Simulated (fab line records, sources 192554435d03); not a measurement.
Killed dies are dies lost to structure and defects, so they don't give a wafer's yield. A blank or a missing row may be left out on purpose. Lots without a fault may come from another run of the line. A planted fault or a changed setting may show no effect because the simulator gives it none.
fab line records | flow n5_finfet
record lots=24 wafers=72 last_day=19
route steps=1938 shown STI_FIN_REVEAL@208 DUMMY_GATE@231 SD_EPI_N@277 SD_EPI_P@305
lots that met no fault: from a run of the same line without faults
start_h: hours from the record's first day to the start of the lot's first wafer shown | wait_h: hours since the lot's step before | " the same as in the row above | L1.1+2: a row that stands for several wafers | - no value, or no start given | * or withheld: withheld | < > ~ a bound
route shown NAME@n: a module of which the file shows steps, and the number in the route of the first | usual: mean/standard deviation of fault-free wafers | same: alike in all rows | chamber/n: place in a boat | sites: the reading at each site | _std_site: their standard deviation | _edge_site: outer sites' mean less inner sites' | radius_mm: how far each site lies from the wafer's centre | mask NAME#n: copy n | behind: the tool/chamber that last shaped the wafer | hold: why the lot was held/for how many hours/how that ended | device: the transistor (n, p or np) that didn't switch | end of line: the same wafers' tests at the end of the route | a step without rows: its recipe alone | killed: dies lost to structure and defects at the first sort, not the wafer's yield | map: a wafer's dies, x killed, . not, _ none there
set.NAME: the setting as run; set.NAME@STEP: as run at that earlier step | model.NAME: the simulator's own value behind a step, which no gauge read
steps of the route over a sample of lots; a table a step, a row a wafer
services: from which hour (start_h, from the record's first day; less than 0 if before it) a tool's chamber was out of use, for how many hours, and why
## steps
# step N5_STI_FIN_REVEAL_FIN_H_MEAS_10
# usual trench_depth_nm=52.1/0.65
# columns lot.wafer tool chamber start_h wait_h trench_depth_nm
L074.1 ocd-01 - 39.11 0.0 52.4
L074.2 " - " " 52.4
L074.3 " - " " 51.8
L075.1 ocd-01 - 43.72 0.0 51.0
L075.4 " - " " 51.5
L075.5 " - " " 51.2
L076.1 ocd-01 - 49.79 0.0 52.0
L076.5 " - " " 52.7
L076.6 " - " " 51.7
L077.2 ocd-01 - 55.19 0.0 51.9
L077.3 " - " " 52.6
L077.6 " - " " 51.5
L078.2 ocd-02 - 61.20 0.0 52.0
L078.5 " - " " 53.0
L078.6 " - " " 52.6
L079.3 ocd-01 - 67.39 0.0 52.3
L079.4 " - " " 50.6
L079.6 " - " " 52.2
L080.1 ocd-02 - 73.01 0.0 50.9
L080.2 " - " " 51.3
L080.6 " - " " 50.4
L081.1 ocd-02 - 79.44 0.0 53.1
L081.3 " - " " 51.3
L081.6 " - " " 52.8
L082.1 ocd-01 - 85.21 0.0 52.1
L082.2 " - " " 52.4
L082.6 " - " " 52.4
L083.1 ocd-01 - 92.78 0.0 51.7
L083.3 " - " " 50.9
L083.5 " - " " 51.5
L084.1 ocd-01 - 99.75 0.0 52.1
L084.2 " - " " 52.2
L084.5 " - " " 51.9
L085.1 ocd-01 - 111.05 0.0 52.0
L085.2 " - " " 52.1
L085.6 " - " " 51.8
L086.1 ocd-02 - 115.22 0.0 52.4
L086.4 " - " " 52.0
L086.5 " - " " 51.7
L087.1 ocd-02 - 116.88 0.0 52.0
L087.5 " - " " 53.2
L087.6 " - " " 52.6
L088.1 ocd-02 - 120.50 0.0 51.7
L088.2 " - " " 52.0
L088.5 " - " " 52.1
L089.1 ocd-01 - 128.63 0.0 52.5
L089.2 " - " " 53.1
L089.5 " - " " 53.1
L090.1 ocd-01 - 132.40 0.0 52.0
L090.4 " - " " 52.3
L090.5 " - " " 51.2
L091.3 ocd-02 - 140.53 0.0 51.9
L091.4 " - " " 50.9
L091.5 " - " " 51.7
L092.1 ocd-02 - 144.88 0.0 52.2
L092.3 " - " " 51.6
L092.5 " - " " 51.7
L093.3 ocd-01 - 150.29 0.0 52.9
L093.5 " - " " 53.0
L093.6 " - " " 52.8
L094.1 ocd-02 - 157.78 0.0 52.0
L094.2 " - " " 51.6
L094.4 " - " " 52.3
L095.2 ocd-01 - 161.94 0.0 53.1
L095.5 " - " " 52.5
L095.6 " - " " 53.1
L096.1 ocd-01 - 168.26 0.0 52.1
L096.2 " - " " 52.0
L096.3 " - " " 52.0
L097.2 ocd-02 - 174.50 0.0 51.7
L097.4 " - " " 52.2
L097.6 " - " " 53.0
# step N5_DUMMY_GATE_CD_MEAS_15
# recipe target_cd_nm=25.8 landing_energy_ev=500 detector=se_inlens
# usual cd_nm=25.02/0.22
# columns lot.wafer tool chamber start_h wait_h cd_nm
L074.1 cd_sem-03 0 47.68 - 24.93
L074.2 " 0 " " 25.11
L074.3 " 0 " " 25.09
L075.1 cd_sem-02 0 52.36 - 24.94
L075.4 " 0 " " 24.74
L075.5 " 0 " " 24.81
L076.1 cd_sem-01 0 58.35 - 25.29
L076.5 " 0 " " 25.14
L076.6 " 0 " " 25.18
L077.2 cd_sem-01 0 66.16 - 24.99
L077.3 " 0 " " 24.61
L077.6 " 0 " " 24.81
L078.2 cd_sem-03 0 69.78 - 25.03
L078.5 " 0 " " 24.86
L078.6 " 0 " " 25.13
L079.3 cd_sem-03 0 76.00 - 24.95
L079.4 " 0 " " 24.56
L079.6 " 0 " " 24.81
L080.1 cd_sem-01 0 81.74 - 24.91
L080.2 " 0 " " 25.03
L080.6 " 0 " " 24.73
L081.1 cd_sem-03 0 88.00 - 25.05
L081.3 " 0 " " 25.34
L081.6 " 0 " " 24.69
L082.1 cd_sem-01 0 96.64 - 25.41
L082.2 " 0 " " 24.93
L082.6 " 0 " " 24.97
L083.1 cd_sem-01 0 105.22 - 25.19
L083.3 " 0 " " 25.09
L083.5 " 0 " " 24.91
L084.1 cd_sem-03 0 109.58 - 25.11
L084.2 " 0 " " 25.13
L084.5 " 0 " " 25.09
L085.1 cd_sem-01 0 119.86 - 24.92
L085.2 " 0 " " 25.04
L085.6 " 0 " " 25.36
L086.1 cd_sem-03 0 124.07 - 24.91
L086.4 " 0 " " 25.18
L086.5 " 0 " " 25.50
L087.1 cd_sem-01 0 127.98 - 25.25
L087.5 " 0 " " 24.48
L087.6 " 0 " " 24.96
L088.1 cd_sem-01 0 131.43 - 25.06
L088.2 " 0 " " 25.19
L088.5 " 0 " " 24.71
L089.1 cd_sem-02 0 137.31 - 24.98
L089.2 " 0 " " 25.24
L089.5 " 0 " " 24.61
L090.1 cd_sem-03 0 141.19 - 24.81
L090.4 " 0 " " 25.14
L090.5 " 0 " " 25.28
L091.3 cd_sem-02 0 149.71 - 25.30
L091.4 " 0 " " 25.05
L091.5 " 0 " " 25.12
L092.1 cd_sem-01 0 153.90 - 24.86
L092.3 " 0 " " 25.03
L092.5 " 0 " " 24.79
L093.3 cd_sem-02 0 158.99 - 25.11
L093.5 " 0 " " 25.00
L093.6 " 0 " " 25.10
L094.1 cd_sem-03 0 167.25 - 24.79
L094.2 " 0 " " 25.19
L094.4 " 0 " " 24.96
L095.2 cd_sem-02 0 172.75 - 24.98
L095.5 " 0 " " 25.14
L095.6 " 0 " " 25.52
L096.1 cd_sem-03 0 176.94 - 24.64
L096.2 " 0 " " 25.07
L096.3 " 0 " " 24.69
L097.2 cd_sem-01 0 183.22 - 25.49
L097.4 " 0 " " 25.04
L097.6 " 0 " " 24.93
# step N5_DUMMY_GATE_CD_MEAS_24
# recipe target_cd_nm=15
# usual cd_nm=15.1/0.35
# columns lot.wafer tool chamber start_h wait_h cd_nm
L074.1 cd_sem-03 - 48.68 0.1 15.7
L074.2 " - " " 15.5
L074.3 " - " " 15.2
L075.1 cd_sem-03 - 53.36 0.1 14.7
L075.4 " - " " 14.5
L075.5 " - " " 15.1
L076.1 cd_sem-03 - 59.37 0.1 15.4
L076.5 " - " " 15.2
L076.6 " - " " 15.4
L077.2 cd_sem-01 - 67.16 0.1 14.7
L077.3 " - " " 15.5
L077.6 " - " " 14.7
L078.2 cd_sem-03 - 70.78 0.1 14.8
L078.5 " - " " 14.9
L078.6 " - " " 15.1
L079.3 cd_sem-01 - 77.10 0.1 15.5
L079.4 " - " " 15.4
L079.6 " - " " 14.6
L080.1 cd_sem-01 - 82.89 0.1 14.4
L080.2 " - " " 14.5
L080.6 " - " " 15.3
L081.1 cd_sem-03 - 89.39 0.1 14.8
L081.3 " - " " 15.3
L081.6 " - " " 14.8
L082.1 cd_sem-02 - 97.89 0.1 15.2
L082.2 " - " " 15.1
L082.6 " - " " 15.6
L083.1 cd_sem-01 - 106.31 0.1 15.3
L083.3 " - " " 15.3
L083.5 " - " " 15.1
L084.1 cd_sem-03 - 110.79 0.1 15.0
L084.2 " - " " 14.9
L084.5 " - " " 15.0
L085.1 cd_sem-03 - 120.86 0.1 14.9
L085.2 " - " " 15.6
L085.6 " - " " 14.9
L086.1 cd_sem-03 - 125.08 0.1 15.5
L086.4 " - " " 15.3
L086.5 " - " " 14.8
L087.1 cd_sem-01 - 128.98 0.1 15.0
L087.5 " - " " 15.0
L087.6 " - " " 14.6
L088.1 cd_sem-02 - 132.47 0.1 15.2
L088.2 " - " " 14.9
L088.5 " - " " 15.6
L089.1 cd_sem-03 - 138.31 0.1 15.6
L089.2 " - " " 15.0
L089.5 " - " " 15.6
L090.1 cd_sem-02 - 142.20 0.1 16.0
L090.4 " - " " 14.4
L090.5 " - " " 15.0
L091.3 cd_sem-02 - 150.71 0.1 15.0
L091.4 " - " " 15.2
L091.5 " - " " 15.0
L092.1 cd_sem-02 - 154.90 0.1 14.9
L092.3 " - " " 15.3
L092.5 " - " " 15.0
L093.3 cd_sem-01 - 160.24 0.1 15.3
L093.5 " - " " 15.1
L093.6 " - " " 15.7
L094.1 cd_sem-03 - 168.31 0.1 15.0
L094.2 " - " " 14.8
L094.4 " - " " 14.6
L095.2 cd_sem-01 - 173.87 0.1 14.8
L095.5 " - " " 14.9
L095.6 " - " " 15.6
L096.1 cd_sem-02 - 178.05 0.1 14.5
L096.2 " - " " 14.8
L096.3 " - " " 15.0
L097.2 cd_sem-01 - 184.38 0.1 15.3
L097.4 " - " " 15.5
L097.6 " - " " 15.5
# step N5_SD_EPI_N_ETCHBACK_44
# recipe chemistry=CH3F/O2 mode=anisotropic_etchback target=SiNx target_depth_a=145 stop_on=SiO2 over_etch_frac=0.3 ion_energy_ev=120 pressure_mtorr=30 source_w=395 bias_w=73 Ar_flow_sccm=150 CH3F_flow_sccm=30 O2_flow_sccm=20
# usual O2_flow_sccm=20.00/0.059 drypump_motor_current_A=5.9/0.37 oes_product_au=0.68/0.069 rf_vpp_V=298.3/2.4 showerhead_plenum_p_Torr=2.03/0.092 throttle_valve_pct=16.25/0.18
# columns lot.wafer tool chamber start_h wait_h O2_flow_sccm drypump_motor_current_A oes_product_au rf_hours_counter_h rf_vpp_V showerhead_plenum_p_Torr throttle_valve_pct
L074.1 rie_diel-05 3 50.78 0.0 20.04 6.3 0.63 194 298.0 2.07 16.49
L074.2 " 2 " " 20.00 5.8 0.59 234 295.8 1.90 16.63
L074.3 " 0 " " 19.99 5.5 0.68 121 301.9 2.09 16.10
L075.1 rie_diel-05 1 55.20 0.0 20.01 5.4 0.68 97 297.7 1.86 16.40
L075.4 " 0 " " 19.92 5.5 0.68 122 300.7 2.09 16.11
L075.5 " 1 " " 19.99 5.4 0.67 - 297.8 1.86 16.43
L076.1 rie_diel-04 3 61.06 0.0 20.06 6.0 0.65 158 300.4 1.99 16.18
L076.5 " 3 " " 20.01 6.0 0.65 - 300.7 1.99 16.18
L076.6 " 2 " " 19.99 6.1 0.81 - 297.8 1.96 16.36
L077.2 rie_diel-02 3 69.12 0.0 20.01 5.9 0.66 149 297.6 2.08 16.09
L077.3 " 1 " " 20.06 5.5 0.74 44 300.0 2.13 16.22
L077.6 " 3 " " 20.01 5.9 0.66 - 296.5 2.08 16.08
L078.2 rie_diel-02 3 72.90 0.0 20.07 5.9 0.66 151 297.3 2.07 16.09
L078.5 " 0 " " 20.00 5.3 0.81 - 297.2 2.13 15.95
L078.6 " 1 " " 20.07 5.5 0.73 - 300.4 2.13 16.22
L079.3 rie_diel-02 3 78.96 0.0 19.85 5.9 0.66 153 297.1 2.07 16.10
L079.4 " 1 " " 20.01 5.5 0.74 48 301.8 2.13 16.23
L079.6 " 0 " " 20.10 5.3 0.80 - 296.1 2.13 15.97
L080.1 rie_diel-02 1 84.72 0.0 20.03 5.5 0.73 50 300.0 2.13 16.24
L080.2 " 3 " " 20.03 5.9 0.66 155 297.4 2.07 16.09
L080.6 " 0 " " 19.95 5.3 0.78 - 298.8 2.13 15.98
L081.1 rie_diel-02 3 96.35 0.0 19.93 5.9 0.65 158 298.5 2.07 16.11
L081.3 " 2 " " 19.95 6.4 0.59 219 301.5 1.97 16.49
L081.6 " 2 " " 19.99 6.4 0.59 - 300.3 1.97 16.49
L082.1 rie_diel-04 3 100.35 0.0 19.88 5.9 0.64 172 300.2 1.98 16.20
L082.2 " 2 " " 20.02 6.1 0.78 27 296.1 1.96 16.39
L082.6 " 2 " " 20.07 6.1 0.77 - 299.5 1.96 16.40
L083.1 rie_diel-02 2 108.35 0.0 20.02 6.4 0.58 224 301.2 1.97 16.48
L083.3 " 0 " " 20.03 5.3 0.77 13 296.7 2.13 15.97
L083.5 " 0 " " 20.03 5.3 0.76 - 296.8 2.13 15.98
L084.1 rie_diel-04 1 112.46 0.0 20.01 6.1 0.63 187 294.3 1.90 16.19
L084.2 " 0 " " 19.99 6.3 0.79 21 297.3 2.13 16.01
L084.5 " 3 " " 20.00 6.0 0.64 - 300.4 1.98 16.22
L085.1 rie_diel-05 1 122.76 0.0 20.04 5.4 0.66 119 296.3 1.85 16.48
L085.2 " 0 " " 20.07 5.5 0.66 144 301.0 2.08 16.14
L085.6 " 0 " " 20.18 5.5 0.66 - 302.4 2.08 16.15
L086.1 rie_diel-04 1 126.78 0.0 20.06 6.1 0.64 193 293.8 1.90 16.22
L086.4 " 0 " " 19.94 6.4 0.79 26 298.8 2.13 16.02
L086.5 " 1 " " 20.03 6.1 0.63 - 293.4 1.90 16.22
L087.1 rie_diel-05 1 130.65 0.0 20.04 5.4 0.65 121 296.4 1.85 16.47
L087.5 " 0 " " 20.00 5.5 0.66 - 301.5 2.08 16.16
L087.6 " 3 " " 20.03 6.3 0.61 - 297.5 2.06 16.55
L088.1 rie_diel-02 3 134.42 0.0 20.05 5.9 0.65 172 299.0 2.07 16.14
L088.2 " 0 " " 20.01 5.3 0.74 23 296.4 2.13 16.00
L088.5 " 1 " " 19.95 5.5 0.72 - 300.4 2.12 16.25
L089.1 rie_diel-05 0 140.19 0.0 20.01 5.5 0.66 152 300.6 2.08 16.16
L089.2 " 2 " " 19.92 5.8 0.82 1 301.2 2.14 16.17
L089.5 " 3 " " 19.93 6.3 0.60 - 296.5 2.06 16.55
L090.1 rie_diel-04 1 144.05 0.0 19.89 6.1 0.63 198 293.6 1.90 16.21
L090.4 " 3 " " 20.05 5.9 0.63 188 299.2 1.98 16.24
L090.5 " 1 " " 19.92 6.1 0.63 - 294.1 1.90 16.22
L091.3 rie_diel-04 2 152.38 0.0 20.08 6.1 0.75 46 298.0 1.95 16.43
L091.4 " 3 " " 19.88 6.0 0.63 190 300.8 1.98 16.24
L091.5 " 3 " " 19.99 6.0 0.63 - 302.6 1.98 16.24
L092.1 rie_diel-02 2 156.73 0.0 20.06 6.4 0.58 238 301.8 1.96 16.52
L092.3 " 1 " " 19.99 5.4 0.71 74 300.4 2.12 16.29
L092.5 " 0 " " 20.04 5.3 0.74 - 296.7 2.12 16.03
L093.3 rie_diel-05 1 161.90 0.0 20.13 5.4 0.65 132 298.1 1.85 16.49
L093.5 " 2 " " 20.06 5.8 0.80 - 300.6 2.14 16.19
L093.6 " 3 " " 20.03 6.3 0.61 - 296.1 2.06 16.56
L094.1 rie_diel-04 0 169.97 0.0 20.12 6.4 0.76 40 297.1 2.12 16.04
L094.2 " 3 " " 19.95 6.0 0.63 197 299.5 1.98 16.24
L094.4 " 1 " " 19.99 6.1 0.62 207 294.2 1.90 16.24
L095.2 rie_diel-04 2 175.53 0.0 19.91 6.1 0.73 54 296.1 1.95 16.43
L095.5 " 0 " " 20.04 6.3 0.76 - 296.5 2.12 16.06
L095.6 " 3 " " 19.96 6.0 0.62 - 300.7 1.98 16.25
L096.1 rie_diel-04 0 179.71 0.0 20.04 6.4 0.76 44 297.5 2.12 16.04
L096.2 " 1 " " 19.94 6.1 0.62 211 295.3 1.90 16.24
L096.3 " 3 " " 19.98 6.0 0.62 200 298.7 1.98 16.27
L097.2 rie_diel-02 3 186.31 0.0 19.99 5.9 0.63 189 296.4 2.06 16.17
L097.4 " 2 " " 19.90 6.4 0.57 248 300.4 1.96 16.54
L097.6 " 3 " " 20.13 5.9 0.63 - 297.4 2.06 16.18
# step N5_SD_EPI_N_STRIP_38
# recipe chemistry=N2/H2 power_w=1000 temp_c=250 h2_frac=0.65 overash_fraction=0.3 pressure_mtorr=withheld n2_flow_sccm=1750 h2_flow_sccm=3250
# usual drypump_motor_current_A=5.34/0.26 heater_power_w=349/16 oes_product_au=0.761/0.012
# columns lot.wafer tool chamber start_h wait_h drypump_motor_current_A heater_power_w oes_product_au rf_hours_counter_h
L074.1 plasma_asher-01 1 51.15 0.1 5.60 367 0.750 82
L074.2 " 0 " " 5.02 331 0.760 82
L074.3 " 1 " " 5.64 367 0.781 -
L075.1 plasma_asher-02 1 55.56 0.1 5.53 368 0.757 29
L075.4 " 0 " " 5.23 343 0.751 -
L075.5 " 0 " " 5.21 338 0.761 -
L076.1 plasma_asher-01 1 61.43 0.1 5.64 372 0.756 84
L076.5 " 0 " " 5.00 328 0.763 -
L076.6 " 1 " " 5.65 367 0.764 -
L077.2 plasma_asher-02 0 69.49 0.1 5.20 346 0.779 32
L077.3 " 0 " " 5.24 348 0.758 -
L077.6 " 1 " " 5.52 357 0.761 -
L078.2 plasma_asher-01 0 73.27 0.1 5.01 333 0.750 86
L078.5 " 0 " " 4.98 321 0.743 -
L078.6 " 1 " " 5.64 368 0.759 -
L079.3 plasma_asher-01 1 79.35 0.1 5.59 360 0.747 -
L079.4 " 0 " " 4.96 323 0.777 -
L079.6 " 1 " " 5.62 364 0.764 -
L080.1 plasma_asher-01 0 85.09 0.1 5.01 332 0.746 88
L080.2 " 1 " " 5.66 363 0.761 88
L080.6 " 1 " " 5.66 358 0.750 -
L081.1 plasma_asher-02 0 96.73 0.1 5.22 340 0.757 38
L081.3 " 1 " " 5.51 356 0.753 -
L081.6 " 1 " " 5.52 360 0.761 -
L082.1 plasma_asher-02 0 100.71 0.1 5.22 341 0.764 38
L082.2 " 1 " " 5.49 356 0.747 38
L082.6 " 1 " " 5.50 354 0.781 -
L083.1 plasma_asher-01 1 108.72 0.1 5.61 365 0.774 92
L083.3 " 1 " " 5.62 360 0.759 -
L083.5 " 1 " " 5.61 359 0.739 -
L084.1 plasma_asher-01 1 112.83 0.1 5.64 366 0.771 93
L084.2 " 0 " " 5.05 328 0.765 93
L084.5 " 0 " " 4.99 331 0.775 -
L085.1 plasma_asher-01 1 123.12 0.1 5.62 367 0.765 95
L085.2 " 0 " " 5.00 333 0.740 95
L085.6 " 0 " " 5.02 332 0.752 -
L086.1 plasma_asher-02 1 127.15 0.1 5.52 354 0.776 44
L086.4 " 1 " " 5.52 363 0.746 -
L086.5 " 0 " " 5.22 339 0.761 -
L087.1 plasma_asher-02 0 131.02 0.1 5.19 339 0.758 44
L087.5 " 1 " " 5.52 359 0.770 -
L087.6 " 0 " " 5.20 338 0.767 -
L088.1 plasma_asher-01 0 134.94 0.2 4.99 332 0.758 98
L088.2 " 1 " " 5.66 365 0.755 98
L088.5 " 1 " " 5.64 361 0.726 -
L089.1 plasma_asher-01 0 140.55 0.1 5.01 334 0.748 99
L089.2 " 1 " " 5.64 372 0.758 99
L089.5 " 0 " " 4.99 332 0.754 -
L090.1 plasma_asher-02 1 144.42 0.1 5.50 348 0.758 47
L090.4 " 1 " " 5.49 356 0.756 -
L090.5 " 0 " " 5.20 339 0.747 -
L091.3 plasma_asher-01 0 152.77 0.1 5.05 328 0.757 -
L091.4 " 1 " " 5.64 367 0.755 -
L091.5 " 0 " " 5.00 335 0.752 -
L092.1 plasma_asher-02 1 157.09 0.1 5.52 359 0.761 50
L092.3 " 0 " " 5.20 340 0.778 -
L092.5 " 1 " " 5.51 367 0.756 -
L093.3 plasma_asher-01 0 162.28 0.1 5.01 335 0.772 -
L093.5 " 0 " " 5.00 328 0.779 -
L093.6 " 1 " " 5.60 368 0.774 -
L094.1 plasma_asher-02 1 170.34 0.1 5.52 356 0.745 53
L094.2 " 0 " " 5.20 332 0.758 53
L094.4 " 0 " " 5.23 343 0.756 -
L095.2 plasma_asher-01 1 175.90 0.1 5.67 368 0.763 105
L095.5 " 1 " " 5.62 370 0.747 -
L095.6 " 0 " " 4.98 326 0.761 -
L096.1 plasma_asher-02 0 180.08 0.1 5.21 334 0.780 55
L096.2 " 1 " " 5.50 363 0.737 55
L096.3 " 1 " " 5.49 360 0.766 -
L097.2 plasma_asher-01 0 186.68 0.1 5.00 329 0.746 108
L097.4 " 0 " " 4.99 328 0.779 -
L097.6 " 0 " " 4.98 331 0.767 -
# step N5_SD_EPI_P_INSPECT_11
# recipe mode=adi inspect_instrument=macro
# usual raw_defect_count=2.2/1.4
# columns lot.wafer tool chamber start_h wait_h raw_defect_count
L074.1 defect_inspect-02 - 54.64 0.0 4
L074.2 " - " " 3
L074.3 " - " " 2
L075.1 defect_inspect-01 - 59.92 0.0 0
L075.4 " - " " 0
L075.5 " - " " 3
L076.1 defect_inspect-02 - 64.94 0.0 3
L076.5 " - " " 3
L076.6 " - " " 3
L077.2 defect_inspect-02 - 73.06 0.0 0
L077.3 " - " " 2
L077.6 " - " " 1
L078.2 defect_inspect-02 - 77.09 0.0 3
L078.5 " - " " 1
L078.6 " - " " 2
L079.3 defect_inspect-01 - 83.05 0.0 2
L079.4 " - " " 4
L079.6 " - " " 3
L080.1 defect_inspect-02 - 88.76 0.0 2
L080.2 " - " " 6
L080.6 " - " " 0
L081.1 defect_inspect-01 - 101.01 0.0 2
L081.3 " - " " 0
L081.6 " - " " 2
L082.1 defect_inspect-02 - 104.35 0.0 3
L082.2 " - " " 2
L082.6 " - " " 1
L083.1 defect_inspect-02 - 112.35 0.0 0
L083.3 " - " " 3
L083.5 " - " " 2
L084.1 defect_inspect-02 - 116.47 0.0 2
L084.2 " - " " 3
L084.5 " - " " 4
L085.1 defect_inspect-02 - 126.74 0.0 0
L085.2 " - " " 1
L085.6 " - " " 2
L086.1 defect_inspect-01 - 130.80 0.0 2
L086.4 " - " " 2
L086.5 " - " " 2
L087.1 defect_inspect-02 - 134.65 0.0 3
L087.5 " - " " 2
L087.6 " - " " 3
L088.1 defect_inspect-02 - 138.58 0.0 4
L088.2 " - " " 4
L088.5 " - " " 3
L089.1 defect_inspect-02 - 144.34 0.0 2
L089.2 " - " " 6
L089.5 " - " " 0
L090.1 defect_inspect-01 - 148.09 0.0 2
L090.4 " - " " 3
L090.5 " - " " 4
L091.3 defect_inspect-02 - 156.98 0.0 2
L091.4 " - " " 1
L091.5 " - " " 2
L092.1 defect_inspect-02 - 160.59 0.0 2
L092.3 " - " " 2
L092.5 " - " " 4
L093.3 defect_inspect-01 - 165.76 0.0 3
L093.5 " - " " 3
L093.6 " - " " 3
L094.1 defect_inspect-01 - 173.95 0.0 1
L094.2 " - " " 1
L094.4 " - " " 5
L095.2 defect_inspect-01 - 180.19 0.0 3
L095.5 " - " " 1
L095.6 " - " " 0
L096.1 defect_inspect-01 - 183.58 0.0 1
L096.2 " - " " 0
L096.3 " - " " 0
L097.2 defect_inspect-02 - 190.77 0.0 1
L097.4 " - " " 1
L097.6 " - " " 5
## services
# columns tool chamber start_h hours kind
rie_diel-05 3 33.07 9.2 repair
rie_diel-04 0 35.14 - clean
rie_diel-04 0 35.14 - consumable_replace:focus_ring
rie_diel-04 0 35.14 - consumable_replace:showerhead
rie_diel-04 0 35.14 17.0 scheduled_down
rie_diel-04 0 35.14 17.0 vent_cycle
plasma_asher-02 - 35.36 14.6 pm
rie_diel-02 0 52.92 - clean
rie_diel-02 0 52.92 - consumable_replace:focus_ring
rie_diel-02 0 52.92 - consumable_replace:showerhead
rie_diel-02 0 52.92 17.0 scheduled_down
rie_diel-02 0 52.92 17.0 vent_cycle
rie_diel-05 2 60.80 8.2 repair
plasma_asher-01 - 66.22 1.2 repair
rie_diel-02 - 85.35 0.4 repair
rie_diel-05 2 108.52 - clean
rie_diel-05 2 108.52 - consumable_replace:focus_ring
rie_diel-05 2 108.52 - consumable_replace:showerhead
rie_diel-05 2 108.52 29.3 scheduled_down
rie_diel-05 2 108.52 29.3 vent_cycle
rie_diel-02 2 113.74 6.6 repair
## key
fault none
